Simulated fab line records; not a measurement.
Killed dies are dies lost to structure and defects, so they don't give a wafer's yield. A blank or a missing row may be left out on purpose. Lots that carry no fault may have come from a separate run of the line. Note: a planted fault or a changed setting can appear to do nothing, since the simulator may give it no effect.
fab line records ; flow nandHarc
record lots=24; wafers=72; lastDay=33
route steps=1302 shown A_STAIRCASE@853 A_SGD_CUT@903 A_SLIT@939
lots untouched by any fault: they come from a run of this same line in which no faults occurred
startH: the number of hours between the record's first day and the start of the first shown wafer of the lot ; waitH: hours elapsed since this lot's preceding step ; " as in the row above ; L1.1+2: several wafers, shown together as one row ; - no value, or no start given ; * or withheld: withheld ; < > ~ a bound
route shown NAME@n: a module of which the file shows steps, and the number in the route of the first ; usual: mean/standard deviation of fault-free wafers ; same: alike in all rows ; chamber/n: place in a boat ; sites: the reading at each site ; _std_site: the standard deviation of these ; _edge_site: mean of outer sites minus mean of inner sites ; radiusMm: how far each site lies from the wafer's centre ; mask NAME#n: copy n ; behind: the last tool/chamber to shape the wafer ; hold: reason for holding the lot/hours on hold/outcome of the hold ; device: the transistor (n, p or np) that didn't switch ; end of line: tests of these same wafers at the route's end ; a step with no rows: only its recipe ; killed: at the first sort, the dies lost to defects and structure; wafer yield is something else ; map: shows each die of a wafer: x if killed, . if not, _ if none is there
set.NAME: the run value of the setting; set.NAME@STEP: its run value at that earlier step ; model.NAME: the simulator's own value behind a step, which no gauge read
a sample of lots followed through the steps of the route, with each step as a table and each wafer as a row
services: the hour from which a tool's chamber was out of use, counted from the record's first day as startH (under 0 if before that day), plus the number of hours and why
## steps
# step NHARC_A_STAIRCASE_DEP_322
# recipe targetThkA=72000; tempC=400; targetThkNm=7200; teosFlowSccm=200; rfW=500; material=SiO2
# usual heaterPowerW=638/83; susceptorTempC=400.03/0.2
lot.wafer;tool;chamber;startH;waitH;heaterPowerW;sinceWetCleanH;susceptorTempC
L074.1;pecvd-02;2;428.59;0.1;556;5;399.93
L074.6;pecvd-02;0;428.59;0.1;605;-;400.39
L074.5;pecvd-02;1;428.59;0.1;579;-;400.41
L076.1;pecvd-04;1;428.67;0.2;666;147;399.92
L076.3;pecvd-04;2;428.67;0.2;804;147;400.18
L076.4;pecvd-04;2;428.67;0.2;686;-;399.78
L075.4;pecvd-03;0;428.87;0.4;575;-;400.33
L075.5;pecvd-03;1;428.87;0.4;682;-;399.81
L075.6;pecvd-03;2;428.87;0.4;628;-;400.20
L077.3;pecvd-04;0;429.24;0.7;698;147;399.72
L077.5;pecvd-04;2;429.24;0.7;665;-;400.12
L077.6;pecvd-04;1;429.24;0.7;538;-;399.96
L078.1;pecvd-04;1;448.69;0.1;563;167;399.74
L078.5;pecvd-04;1;448.69;0.1;536;-;400.03
L078.4;pecvd-04;2;448.69;0.1;671;-;400.08
L080.1;pecvd-03;0;456.95;0.3;711;78;400.32
L080.5;pecvd-03;0;456.95;0.3;584;-;400.34
L080.6;pecvd-03;1;456.95;0.3;700;-;399.83
L079.3;pecvd-03;0;457.61;0.9;624;79;400.05
L079.4;pecvd-03;2;457.61;0.9;630;-;399.95
L079.6;pecvd-03;0;457.61;0.9;569;-;400.20
L081.1;pecvd-02;2;474.05;0.1;500;51;399.79
L081.2;pecvd-02;1;474.05;0.1;710;51;399.89
L081.5;pecvd-02;1;474.05;0.1;572;-;399.84
L082.1;pecvd-02;0;484.01;0.1;745;61;400.19
L082.3;pecvd-02;2;484.01;0.1;621;61;399.97
L082.6;pecvd-02;1;484.01;0.1;576;-;400.02
L083.3;pecvd-02;0;502.33;0.1;752;79;400.07
L083.1;pecvd-02;1;502.33;0.1;691;79;399.86
L083.4;pecvd-02;2;502.33;0.1;493;-;400.15
L086.2;pecvd-03;2;512.71;0.2;637;134;399.72
L086.6;pecvd-03;1;512.71;0.2;697;-;399.93
L086.5;pecvd-03;0;512.71;0.2;576;-;400.15
L084.1;pecvd-04;1;512.77;0.2;643;50;399.96
L084.3;pecvd-04;2;512.77;0.2;785;50;400.04
L084.2;pecvd-04;0;512.77;0.2;725;50;400.04
L085.3;pecvd-02;2;512.87;0.3;568;90;400.17
L085.6;pecvd-02;0;512.87;0.3;608;-;400.25
L085.5;pecvd-02;2;512.87;0.3;493;-;399.84
L087.3;pecvd-02;1;527.54;0.3;661;104;399.71
L087.5;pecvd-02;2;527.54;0.3;517;-;400.12
L087.4;pecvd-02;0;527.54;0.3;622;-;399.80
L088.2;pecvd-04;1;549.85;0.3;546;87;399.96
L088.6;pecvd-04;1;549.85;0.3;527;-;399.82
L088.5;pecvd-04;2;549.85;0.3;663;-;399.91
L089.1;pecvd-02;0;549.92;0.3;657;127;399.99
L089.2;pecvd-02;1;549.92;0.3;710;127;399.93
L089.4;pecvd-02;1;549.92;0.3;585;-;399.74
L090.1;pecvd-03;1;567.98;0.1;799;8;399.99
L090.2;pecvd-03;2;567.98;0.1;738;8;400.07
L090.4;pecvd-03;0;567.98;0.1;595;-;399.99
L091.3;pecvd-02;2;568.08;0.2;499;145;400.43
L091.2;pecvd-02;0;568.08;0.2;790;145;399.99
L091.4;pecvd-02;0;568.08;0.2;624;-;400.25
L092.1;pecvd-03;2;591.11;0.1;699;31;400.24
L092.3;pecvd-03;1;591.11;0.1;837;31;399.81
L092.6;pecvd-03;2;591.11;0.1;625;-;400.06
L093.6;pecvd-04;0;591.40;0.4;608;-;400.10
L093.4;pecvd-04;1;591.40;0.4;534;-;400.22
L093.5;pecvd-04;2;591.40;0.4;669;-;400.12
L094.1;pecvd-02;0;615.66;0.1;620;11;400.08
L094.2;pecvd-02;2;615.66;0.1;575;11;400.07
L094.4;pecvd-02;0;615.66;0.1;596;-;399.95
L095.3;pecvd-04;1;621.03;0.2;604;158;400.12
L095.1;pecvd-04;2;621.03;0.2;774;158;399.98
L095.4;pecvd-04;2;621.03;0.2;648;-;399.69
L096.1;pecvd-02;0;621.03;0.2;615;17;400.10
L096.3;pecvd-02;1;621.03;0.2;589;17;400.13
L096.5;pecvd-02;1;621.03;0.2;551;-;400.20
L097.3;pecvd-03;1;637.76;0.3;729;78;400.37
L097.4;pecvd-03;0;637.76;0.3;573;-;400.14
L097.5;pecvd-03;1;637.76;0.3;674;-;400.20
# step NHARC_A_STAIRCASE_DESCUM_443
# recipe timeS=3; o2FlowSccm=200; arFlowSccm=0; biasPowerW=0; chemistry=O2
# usual drypumpMotorCurrentA=5.6/0.43; oesProductAu=0.999/0.012; rfVppV=57.6/0.9; showerheadPlenumPTorr=1.91/0.065; throttleValvePct=11.310/0.0094
lot.wafer;tool;chamber;startH;waitH;drypumpMotorCurrentA;oesProductAu;rfHoursCounterH;rfVppV;showerheadPlenumPTorr;throttleValvePct
L075.4;rieDiel-06;2;446.49;-;6.6;0.983;44;58.4;1.86;11.307
L075.6;rieDiel-06;1;446.49;-;5.7;1.006;-;58.4;1.89;11.320
L075.5;rieDiel-06;2;446.49;-;6.6;0.987;-;57.2;1.86;11.305
L076.4;rieDiel-08;0;446.52;-;5.2;1.001;17;57.1;1.91;11.309
L076.1;rieDiel-08;1;446.52;-;5.7;1.028;20;58.3;1.94;11.315
L076.3;rieDiel-08;3;446.52;-;5.5;0.988;25;56.6;1.80;11.322
L074.1;rieDiel-06;0;446.56;-;5.5;0.998;47;57.6;2.02;11.301
L074.5;rieDiel-06;0;446.56;-;5.5;0.992;-;58.6;2.02;11.322
L074.6;rieDiel-06;1;446.56;-;5.7;1.015;-;56.3;1.89;11.296
L077.3;rieDiel-08;3;446.61;-;5.5;0.983;25;58.6;1.79;11.299
L077.6;rieDiel-08;1;446.61;-;5.7;1.012;-;58.3;1.94;11.317
L077.5;rieDiel-08;2;446.61;-;5.4;1.007;-;56.8;1.89;11.291
L078.4;rieDiel-07;0;463.74;-;6.1;0.980;43;56.9;2.02;11.323
L078.1;rieDiel-07;1;463.74;-;5.1;0.988;44;58.6;1.96;11.313
L078.5;rieDiel-07;0;463.74;-;6.1;0.988;-;57.7;2.03;11.315
L079.4;rieDiel-08;2;472.62;-;5.4;1.016;31;57.7;1.89;11.311
L079.3;rieDiel-08;3;472.62;-;5.5;0.985;35;56.3;1.79;11.306
L079.6;rieDiel-08;3;472.62;-;5.5;0.982;-;57.1;1.79;11.310
L080.1;rieDiel-06;3;472.90;-;5.9;1.002;58;56.7;1.89;11.312
L080.6;rieDiel-06;3;472.90;-;5.9;0.989;-;57.6;1.89;11.326
L080.5;rieDiel-06;0;472.90;-;5.5;0.985;-;57.7;2.02;11.319
L081.1;rieDiel-07;0;495.26;-;6.2;0.982;3;58.3;2.02;11.319
L081.2;rieDiel-07;3;495.26;-;5.3;1.000;3;57.4;1.88;11.312
L081.5;rieDiel-07;1;495.26;-;5.0;0.990;-;57.7;1.96;11.290
L082.1;rieDiel-07;0;506.02;-;6.1;0.994;8;58.0;2.02;11.310
L082.3;rieDiel-07;3;506.02;-;5.2;1.000;6;56.1;1.88;11.308
L082.6;rieDiel-07;1;506.02;-;5.0;0.990;-;58.7;1.95;11.315
L083.1;rieDiel-08;0;518.24;-;5.2;1.000;43;58.2;1.90;11.314
L083.3;rieDiel-08;2;518.24;-;5.4;1.004;44;56.6;1.89;11.285
L083.4;rieDiel-08;3;518.24;-;5.5;0.977;-;58.0;1.79;11.322
L086.2;rieDiel-07;3;530.01;-;5.3;1.006;12;58.0;1.87;11.309
L086.5;rieDiel-07;2;530.01;-;5.3;1.001;-;58.5;1.97;11.307
L086.6;rieDiel-07;3;530.01;-;5.2;1.009;-;56.1;1.87;11.303
L084.3;rieDiel-08;0;530.18;-;5.2;1.001;49;57.7;1.90;11.315
L084.2;rieDiel-08;2;530.18;-;5.4;1.003;51;57.6;1.88;11.298
L084.1;rieDiel-08;3;530.18;-;5.5;0.973;57;57.6;1.79;11.325
L085.3;rieDiel-06;2;531.09;-;6.7;0.996;13;56.8;1.86;11.311
L085.6;rieDiel-06;1;531.09;-;5.7;1.011;-;57.4;1.88;11.312
L085.5;rieDiel-06;2;531.09;-;6.7;0.989;-;56.3;1.86;11.313
L087.3;rieDiel-08;0;545.99;-;5.2;1.008;56;57.4;1.90;11.315
L087.4;rieDiel-08;1;545.99;-;5.7;1.017;47;59.2;1.93;11.287
L087.5;rieDiel-08;3;545.99;-;5.5;0.992;-;57.6;1.78;11.299
L089.2;rieDiel-07;2;568.87;-;5.2;0.993;25;57.7;1.97;11.330
L089.4;rieDiel-07;3;568.87;-;5.3;0.983;25;57.8;1.87;11.301
L089.1;rieDiel-07;0;568.87;-;6.2;0.986;27;58.6;2.02;11.313
L088.2;rieDiel-06;0;569.08;-;5.5;0.993;21;58.1;2.01;11.296
L088.5;rieDiel-06;1;569.08;-;5.7;1.014;-;57.6;1.88;11.314
L088.6;rieDiel-06;2;569.08;-;6.6;1.002;-;58.6;1.85;11.300
L090.1;rieDiel-07;2;583.76;-;5.3;1.000;33;58.5;1.97;11.289
L090.4;rieDiel-07;3;583.76;-;5.3;1.006;32;57.2;1.87;11.333
L090.2;rieDiel-07;1;583.76;-;5.0;0.986;35;56.7;1.95;11.320
L091.2;rieDiel-06;3;583.94;-;5.9;0.988;25;59.4;1.88;11.320
L091.4;rieDiel-06;0;583.94;-;5.5;0.988;26;57.3;2.01;11.307
L091.3;rieDiel-06;1;583.94;-;5.7;1.009;32;57.0;1.87;11.306
L093.4;rieDiel-08;1;607.86;-;5.7;1.013;12;57.2;1.93;11.300
L093.5;rieDiel-08;1;607.86;-;5.7;1.008;-;57.8;1.93;11.312
L093.6;rieDiel-08;2;607.86;-;5.4;0.999;-;58.2;1.88;11.314
L092.1;rieDiel-08;0;607.91;-;5.2;1.006;14;56.2;1.89;11.312
L092.3;rieDiel-08;1;607.91;-;5.8;1.023;12;58.3;1.93;11.309
L092.6;rieDiel-08;0;607.91;-;5.2;1.018;-;57.5;1.89;11.319
L095.4;rieDiel-08;0;635.34;-;5.2;1.025;26;57.4;1.89;11.300
L095.3;rieDiel-08;2;635.34;-;5.4;1.002;22;56.1;1.87;11.306
L095.1;rieDiel-08;3;635.34;-;5.5;1.002;23;57.3;1.78;11.316
L094.1;rieDiel-07;2;635.50;-;5.3;0.987;47;57.7;1.96;11.315
L094.2;rieDiel-07;3;635.50;-;5.3;0.992;46;58.2;1.86;11.307
L094.4;rieDiel-07;1;635.50;-;5.0;0.981;51;57.5;1.94;11.309
L096.3;rieDiel-06;0;635.79;-;5.5;0.979;39;58.5;2.00;11.306
L096.1;rieDiel-06;2;635.79;-;6.7;1.004;49;58.0;1.84;11.299
L096.5;rieDiel-06;3;635.79;-;5.9;1.007;-;54.8;1.87;11.319
L097.3;rieDiel-06;2;654.96;-;6.6;0.998;60;57.7;1.84;11.320
L097.4;rieDiel-06;0;654.96;-;5.5;0.997;49;59.4;2.00;11.310
L097.5;rieDiel-06;2;654.96;-;6.6;1.004;-;57.3;1.84;11.312
# step NHARC_A_STAIRCASE_CMP_450
# recipe targetThkNm=200; material=SiO2
# usual motorCurrentA=11.8/1.3
lot.wafer;tool;chamber;startH;waitH;motorCurrentA
L075.4;cmp-03;0;451.81;-;13.4
L075.6;cmp-03;1;451.81;-;10.8
L075.5;cmp-03;2;451.81;-;12.3
L076.1;cmp-01;0;451.81;-;13.6
L076.3;cmp-01;1;451.81;-;11.1
L076.4;cmp-01;3;451.81;-;11.0
L077.3;cmp-03;2;454.66;-;12.7
L077.6;cmp-03;0;454.66;-;13.5
L077.5;cmp-03;1;454.66;-;10.9
L074.1;cmp-02;0;455.57;-;10.9
L074.6;cmp-02;1;455.57;-;13.8
L074.5;cmp-02;2;455.57;-;12.0
L078.1;cmp-01;1;468.98;-;11.7
L078.4;cmp-01;2;468.98;-;9.8
L078.5;cmp-01;2;468.98;-;10.9
L079.4;cmp-02;3;477.86;-;13.1
L079.3;cmp-02;1;477.86;-;13.7
L079.6;cmp-02;3;477.86;-;13.2
L080.1;cmp-01;0;479.28;-;13.5
L080.5;cmp-01;2;479.28;-;9.9
L080.6;cmp-01;3;479.28;-;11.0
L081.1;cmp-01;0;500.55;-;13.3
L081.2;cmp-01;2;500.55;-;10.6
L081.5;cmp-01;0;500.55;-;13.3
L082.1;cmp-03;3;511.27;-;9.7
L082.3;cmp-03;1;511.27;-;10.8
L082.6;cmp-03;2;511.27;-;13.0
L083.3;cmp-01;3;524.73;-;11.2
L083.1;cmp-01;1;524.73;-;11.6
L083.4;cmp-01;2;524.73;-;10.2
L086.2;cmp-03;2;535.33;-;12.8
L086.6;cmp-03;2;535.33;-;12.3
L086.5;cmp-03;3;535.33;-;9.8
L085.3;cmp-02;1;536.34;-;13.8
L085.5;cmp-02;1;536.34;-;13.2
L085.6;cmp-02;2;536.34;-;12.0
L084.3;cmp-03;3;536.50;-;9.5
L084.1;cmp-03;0;536.50;-;13.9
L084.2;cmp-03;1;536.50;-;10.8
L087.4;cmp-01;0;551.26;-;14.2
L087.3;cmp-01;2;551.26;-;10.0
L087.5;cmp-01;1;551.26;-;11.5
L089.2;cmp-03;1;574.17;-;10.3
L089.4;cmp-03;3;574.17;-;9.7
L089.1;cmp-03;0;574.17;-;13.5
L088.2;cmp-01;1;574.46;-;12.4
L088.5;cmp-01;1;574.46;-;12.4
L088.6;cmp-01;2;574.46;-;9.9
L090.2;cmp-03;0;589.12;-;12.9
L090.1;cmp-03;1;589.12;-;11.1
L090.4;cmp-03;3;589.12;-;9.9
L091.3;cmp-01;3;589.21;-;10.5
L091.4;cmp-01;1;589.21;-;11.1
L091.2;cmp-01;2;589.21;-;9.8
L093.4;cmp-01;3;613.23;-;11.3
L093.6;cmp-01;1;613.23;-;11.9
L093.5;cmp-01;2;613.23;-;9.9
L092.3;cmp-02;0;616.09;-;10.4
L092.1;cmp-02;1;616.09;-;13.5
L092.6;cmp-02;0;616.09;-;10.3
L095.3;cmp-01;1;640.64;-;11.6
L095.4;cmp-01;2;640.64;-;10.4
L095.1;cmp-01;0;640.64;-;13.8
L094.1;cmp-02;3;640.81;-;13.9
L094.2;cmp-02;1;640.81;-;13.9
L094.4;cmp-02;2;640.81;-;12.2
L096.1;cmp-02;2;642.52;-;12.1
L096.3;cmp-02;3;642.52;-;13.0
L096.5;cmp-02;2;642.52;-;11.8
L097.3;cmp-01;1;660.22;-;11.4
L097.4;cmp-01;0;660.22;-;12.7
L097.5;cmp-01;2;660.22;-;10.1
# step NHARC_A_STAIRCASE_CMP_472
# recipe material=SiO2
# usual motorCurrentA=11.9/1.3
lot.wafer;tool;chamber;startH;waitH;motorCurrentA
L075.4;cmp-03;1;453.25;0.1;10.9
L075.6;cmp-03;0;453.25;0.1;13.6
L075.5;cmp-03;1;453.25;0.1;10.0
L076.3;cmp-01;3;453.40;0.2;10.8
L076.4;cmp-01;1;453.40;0.2;12.1
L076.1;cmp-01;2;453.40;0.2;10.3
L077.3;cmp-02;1;456.21;0.3;13.6
L077.6;cmp-02;2;456.21;0.3;11.5
L077.5;cmp-02;3;456.21;0.3;13.9
L074.1;cmp-02;0;458.35;0.2;10.1
L074.5;cmp-02;0;458.35;0.2;11.0
L074.6;cmp-02;1;458.35;0.2;13.5
L078.1;cmp-01;2;470.42;0.2;10.0
L078.4;cmp-01;1;470.42;0.2;12.2
L078.5;cmp-01;2;470.42;0.2;10.1
L079.3;cmp-02;0;479.40;0.2;10.2
L079.4;cmp-02;1;479.40;0.2;13.5
L079.6;cmp-02;1;479.40;0.2;13.6
L080.1;cmp-03;3;480.71;0.2;9.7
L080.6;cmp-03;3;480.71;0.2;9.9
L080.5;cmp-03;0;480.71;0.2;13.2
L081.2;cmp-03;1;502.01;0.3;10.7
L081.1;cmp-03;3;502.01;0.3;9.9
L081.5;cmp-03;0;502.01;0.3;13.4
L082.1;cmp-02;3;512.72;0.2;13.7
L082.3;cmp-02;1;512.72;0.2;13.7
L082.6;cmp-02;2;512.72;0.2;11.5
L083.4;cmp-02;3;526.22;0.2;12.3
L083.3;cmp-02;1;526.22;0.2;12.7
L083.1;cmp-02;2;526.22;0.2;11.5
L086.2;cmp-01;0;536.90;0.3;12.9
L086.5;cmp-01;2;536.90;0.3;10.4
L086.6;cmp-01;3;536.90;0.3;10.8
L085.3;cmp-02;0;537.92;0.3;10.7
L085.6;cmp-02;1;537.92;0.3;14.5
L085.5;cmp-02;2;537.92;0.3;12.4
L084.1;cmp-01;0;537.93;0.2;13.7
L084.2;cmp-01;1;537.93;0.2;11.6
L084.3;cmp-01;2;537.93;0.2;10.5
L087.3;cmp-03;3;552.79;0.3;9.8
L087.4;cmp-03;0;552.79;0.3;12.4
L087.5;cmp-03;2;552.79;0.3;12.6
L089.1;cmp-02;3;575.75;0.2;12.8
L089.4;cmp-02;0;575.75;0.2;10.5
L089.2;cmp-02;2;575.75;0.2;11.5
L088.2;cmp-03;3;576.00;0.3;9.4
L088.6;cmp-03;0;576.00;0.3;13.7
L088.5;cmp-03;1;576.00;0.3;11.4
L090.2;cmp-03;1;590.59;0.3;10.8
L090.4;cmp-03;2;590.59;0.3;12.8
L090.1;cmp-03;3;590.59;0.3;10.0
L091.2;cmp-01;3;590.68;0.2;12.1
L091.4;cmp-01;1;590.68;0.2;11.3
L091.3;cmp-01;2;590.68;0.2;10.9
L093.4;cmp-01;3;614.70;0.2;10.9
L093.6;cmp-01;1;614.70;0.2;11.2
L093.5;cmp-01;2;614.70;0.2;10.3
L092.3;cmp-03;3;617.55;0.2;9.0
L092.1;cmp-03;1;617.55;0.2;10.4
L092.6;cmp-03;3;617.55;0.2;9.7
L095.4;cmp-02;2;642.08;0.1;12.0
L095.1;cmp-02;3;642.08;0.1;13.6
L095.3;cmp-02;0;642.08;0.1;10.4
L094.1;cmp-02;3;642.36;0.3;12.7
L094.2;cmp-02;1;642.36;0.3;13.6
L094.4;cmp-02;2;642.36;0.3;12.5
L096.3;cmp-02;3;643.98;0.2;13.6
L096.1;cmp-02;0;643.98;0.2;10.9
L096.5;cmp-02;3;643.98;0.2;13.3
L097.3;cmp-01;1;661.76;0.2;11.3
L097.4;cmp-01;3;661.76;0.2;11.5
L097.5;cmp-01;1;661.76;0.2;11.2
# step NHARC_A_SGD_CUT_INSPECT_11
# usual rawDefectCount=54/33
lot.wafer;tool;chamber;startH;waitH;rawDefectCount
L075.4;defectInspect-02;-;454.36;0.0;66
L075.5;defectInspect-02;-;454.36;0.0;53
L075.6;defectInspect-02;-;454.36;0.0;58
L076.1;defectInspect-01;-;454.65;0.0;13
L076.3;defectInspect-01;-;454.65;0.0;21
L076.4;defectInspect-01;-;454.65;0.0;11
L077.3;defectInspect-01;-;457.47;0.1;118
L077.5;defectInspect-01;-;457.47;0.1;128
L077.6;defectInspect-01;-;457.47;0.1;114
L074.1;defectInspect-01;-;459.64;0.0;73
L074.5;defectInspect-01;-;459.64;0.0;57
L074.6;defectInspect-01;-;459.64;0.0;66
L078.1;defectInspect-01;-;471.69;0.0;13
L078.4;defectInspect-01;-;471.69;0.0;15
L078.5;defectInspect-01;-;471.69;0.0;22
L079.3;defectInspect-02;-;480.66;0.0;124
L079.4;defectInspect-02;-;480.66;0.0;101
L079.6;defectInspect-02;-;480.66;0.0;107
L080.1;defectInspect-02;-;481.97;0.0;17
L080.5;defectInspect-02;-;481.97;0.0;18
L080.6;defectInspect-02;-;481.97;0.0;16
L081.1;defectInspect-02;-;503.30;0.0;69
L081.2;defectInspect-02;-;503.30;0.0;76
L081.5;defectInspect-02;-;503.30;0.0;90
L082.1;defectInspect-01;-;514.05;0.0;47
L082.3;defectInspect-01;-;514.05;0.0;50
L082.6;defectInspect-01;-;514.05;0.0;63
L083.1;defectInspect-02;-;527.47;0.0;81
L083.3;defectInspect-02;-;527.47;0.0;73
L083.4;defectInspect-02;-;527.47;0.0;83
L086.2;defectInspect-02;-;538.10;0.0;64
L086.5;defectInspect-02;-;538.10;0.0;63
L086.6;defectInspect-02;-;538.10;0.0;65
L085.3;defectInspect-01;-;539.02;0.0;38
L085.5;defectInspect-01;-;539.02;0.0;40
L085.6;defectInspect-01;-;539.02;0.0;32
L084.1;defectInspect-02;-;539.30;0.0;18
L084.2;defectInspect-02;-;539.30;0.0;19
L084.3;defectInspect-02;-;539.30;0.0;21
L087.3;defectInspect-02;-;553.87;0.0;28
L087.4;defectInspect-02;-;553.87;0.0;20
L087.5;defectInspect-02;-;553.87;0.0;23
L089.1;defectInspect-02;-;577.00;0.0;101
L089.2;defectInspect-02;-;577.00;0.0;91
L089.4;defectInspect-02;-;577.00;0.0;91
L088.2;defectInspect-02;-;577.18;0.0;19
L088.5;defectInspect-02;-;577.18;0.0;21
L088.6;defectInspect-02;-;577.18;0.0;24
L090.1;defectInspect-01;-;591.82;0.0;50
L090.2;defectInspect-01;-;591.82;0.0;53
L090.4;defectInspect-01;-;591.82;0.0;47
L091.2;defectInspect-02;-;591.97;0.0;112
L091.3;defectInspect-02;-;591.97;0.0;86
L091.4;defectInspect-02;-;591.97;0.0;93
L093.4;defectInspect-02;-;615.90;0.0;109
L093.5;defectInspect-02;-;615.90;0.0;87
L093.6;defectInspect-02;-;615.90;0.0;86
L092.1;defectInspect-01;-;618.78;0.0;26
L092.3;defectInspect-01;-;618.78;0.0;20
L092.6;defectInspect-01;-;618.78;0.0;22
L095.1;defectInspect-01;-;643.34;0.0;28
L095.3;defectInspect-01;-;643.34;0.0;22
L095.4;defectInspect-01;-;643.34;0.0;23
L094.1;defectInspect-02;-;643.70;0.0;49
L094.2;defectInspect-02;-;643.70;0.0;53
L094.4;defectInspect-02;-;643.70;0.0;56
L096.1;defectInspect-02;-;645.21;0.0;69
L096.3;defectInspect-02;-;645.21;0.0;74
L096.5;defectInspect-02;-;645.21;0.0;70
L097.3;defectInspect-01;-;663.01;0.0;7
L097.4;defectInspect-01;-;663.01;0.0;8
L097.5;defectInspect-01;-;663.01;0.0;4
# step NHARC_A_SLIT_ETCH_17
# recipe biasV=900; sourceW=withheld; pressureMtorr=20; arFlowSccm=375; c4f8FlowSccm=83.3; o2FlowSccm=41.7; timeS=4254.5; targetDepthA=2.03e+05; chemistry=C4F8/O2/Ar
# usual drypumpMotorCurrentA=6.2/0.37; showerheadPlenumPTorr=3.70/0.11; throttleValvePct=32.046/0.0087
lot.wafer;tool;chamber;startH;waitH;drypumpMotorCurrentA;rfHoursCounterH;showerheadPlenumPTorr;throttleValvePct
L076.1;harEtch-02;0;470.22;-;5.8;43;3.92;32.057
L076.4;harEtch-02;0;471.45;-;5.9;-;3.92;32.056
L076.3;harEtch-02;1;471.45;-;6.8;-;3.69;32.037
L075.4;harEtch-01;0;471.84;-;6.2;-;3.65;32.036
L075.5;harEtch-01;0;473.04;-;6.2;-;3.65;32.040
L075.6;harEtch-01;1;473.04;-;6.0;-;3.65;32.044
L077.3;harEtch-02;1;475.90;-;6.8;-;3.69;32.043
L077.6;harEtch-02;0;475.90;-;5.8;-;3.91;32.034
L077.5;harEtch-02;1;475.90;-;6.8;-;3.69;32.051
L074.1;harEtch-01;0;480.46;-;6.2;268;3.64;32.045
L074.5;harEtch-01;1;482.30;-;6.0;-;3.64;32.037
L074.6;harEtch-01;0;482.30;-;6.1;-;3.64;32.045
L078.1;harEtch-02;1;486.84;-;6.9;58;3.68;32.042
L078.4;harEtch-02;0;488.66;-;5.8;-;3.91;32.035
L078.5;harEtch-02;1;488.66;-;6.8;-;3.68;32.051
L079.3;harEtch-01;0;498.91;-;6.2;-;3.64;32.049
L079.4;harEtch-01;1;498.91;-;6.0;-;3.64;32.044
L079.6;harEtch-01;0;498.91;-;6.2;-;3.64;32.039
L080.1;harEtch-02;1;500.45;-;6.8;62;3.68;32.040
L080.5;harEtch-02;0;502.24;-;5.9;-;3.90;32.039
L080.6;harEtch-02;1;502.24;-;6.8;-;3.68;32.041
L081.1;harEtch-02;1;516.26;-;6.8;73;3.67;32.057
L081.2;harEtch-02;0;516.26;-;5.8;73;3.90;32.050
L081.5;harEtch-02;0;519.32;-;5.8;-;3.90;32.060
L082.1;harEtch-01;1;527.07;-;6.0;295;3.63;32.054
L082.3;harEtch-01;1;528.28;-;6.0;-;3.63;32.040
L082.6;harEtch-01;1;529.49;-;6.0;-;3.63;32.051
L083.1;harEtch-02;1;540.33;-;6.8;85;3.67;32.024
L083.4;harEtch-02;1;541.53;-;6.8;-;3.67;32.060
L083.3;harEtch-02;0;541.53;-;5.8;-;3.89;32.044
L084.1;harEtch-01;1;551.26;-;6.0;306;3.62;32.035
L084.2;harEtch-01;0;551.26;-;6.2;306;3.62;32.044
L084.3;harEtch-01;0;553.05;-;6.1;-;3.62;32.040
L086.2;harEtch-02;0;553.78;-;5.8;92;3.89;32.045
L086.5;harEtch-02;1;555.61;-;6.8;-;3.66;32.056
L086.6;harEtch-02;0;555.61;-;5.8;-;3.89;32.030
L085.3;harEtch-01;1;556.24;-;6.0;-;3.62;32.047
L085.6;harEtch-01;1;557.45;-;6.0;-;3.62;32.048
L085.5;harEtch-01;0;557.45;-;6.2;-;3.62;32.058
L087.4;harEtch-02;0;570.53;-;5.8;-;3.88;32.031
L087.3;harEtch-02;1;570.53;-;6.8;-;3.66;32.040
L087.5;harEtch-02;0;570.53;-;5.8;-;3.88;32.043
L088.2;harEtch-01;0;593.28;-;6.2;333;3.61;32.045
L088.6;harEtch-01;0;595.66;-;6.2;-;3.61;32.047
L088.5;harEtch-01;1;595.66;-;6.0;-;3.61;32.036
L089.2;harEtch-02;1;593.63;-;6.8;119;3.65;32.046
L089.1;harEtch-02;0;593.63;-;5.8;119;3.87;32.044
L089.4;harEtch-02;1;593.63;-;6.8;-;3.65;32.036
L091.2;harEtch-01;0;605.51;-;6.2;340;3.60;32.053
L091.3;harEtch-01;1;605.51;-;6.0;-;3.60;32.056
L091.4;harEtch-01;0;605.51;-;6.2;-;3.60;32.047
L090.1;harEtch-02;1;607.67;-;6.8;127;3.65;32.051
L090.2;harEtch-02;0;607.67;-;5.8;127;3.87;32.048
L090.4;harEtch-02;0;609.46;-;5.8;-;3.87;32.037
L092.1;harEtch-01;0;628.89;-;6.2;352;3.60;32.055
L092.3;harEtch-01;0;630.09;-;6.2;-;3.60;32.050
L092.6;harEtch-01;0;631.30;-;6.2;-;3.60;32.063
L093.4;harEtch-02;0;631.60;-;5.8;-;3.86;32.032
L093.6;harEtch-02;1;631.60;-;6.8;-;3.64;32.053
L093.5;harEtch-02;0;631.60;-;5.8;-;3.86;32.045
L095.1;harEtch-01;1;657.52;-;6.0;367;3.59;32.051
L095.4;harEtch-01;1;658.72;-;6.0;-;3.59;32.028
L095.3;harEtch-01;0;658.72;-;6.2;-;3.59;32.056
L096.1;harEtch-02;0;657.89;-;5.8;154;3.85;32.045
L096.3;harEtch-02;1;659.69;-;6.8;-;3.63;32.049
L096.5;harEtch-02;1;660.89;-;6.8;-;3.63;32.041
L094.1;harEtch-01;1;661.32;-;6.0;371;3.59;32.042
L094.2;harEtch-01;0;661.32;-;6.2;371;3.59;32.032
L094.4;harEtch-01;0;663.13;-;6.2;-;3.59;32.065
L097.4;harEtch-01;1;684.70;-;6.0;-;3.58;32.040
L097.3;harEtch-01;0;684.70;-;6.2;-;3.58;32.046
L097.5;harEtch-01;0;686.51;-;6.2;-;3.58;32.037
## services
tool;chamber;startH;hours;kind
pecvd-02;-;410.34;13.0;pm
cmp-02;-;413.88;4.8;repair
rieDiel-08;1;416.73;3.3;repair
cmp-02;-;426.10;3.6;repair
cmp-01;-;440.97;2.1;repair
pecvd-02;-;455.98;2.1;repair
cmp-03;-;456.00;4.0;pm
cmp-01;-;479.50;4.0;pm
cmp-02;-;503.40;3.3;repair
rieDiel-08;1;507.94;34.1;repair
rieDiel-08;-;510.07;0.4;repair
cmp-02;-;523.55;1.0;repair
cmp-02;-;527.65;4.0;pm
rieDiel-08;-;548.92;9.0;pm
cmp-03;-;554.00;4.0;pm
cmp-01;-;577.50;4.0;pm
rieDiel-08;-;590.30;1.9;repair
pecvd-02;-;591.61;13.0;pm
cmp-01;-;606.63;3.8;repair
cmp-02;-;625.76;4.0;pm
pecvd-02;2;634.22;9.0;repair
cmp-03;-;634.39;73.5;repair
cmp-02;-;651.62;0.3;repair
cmp-01;-;675.50;4.0;pm
## key
fault none
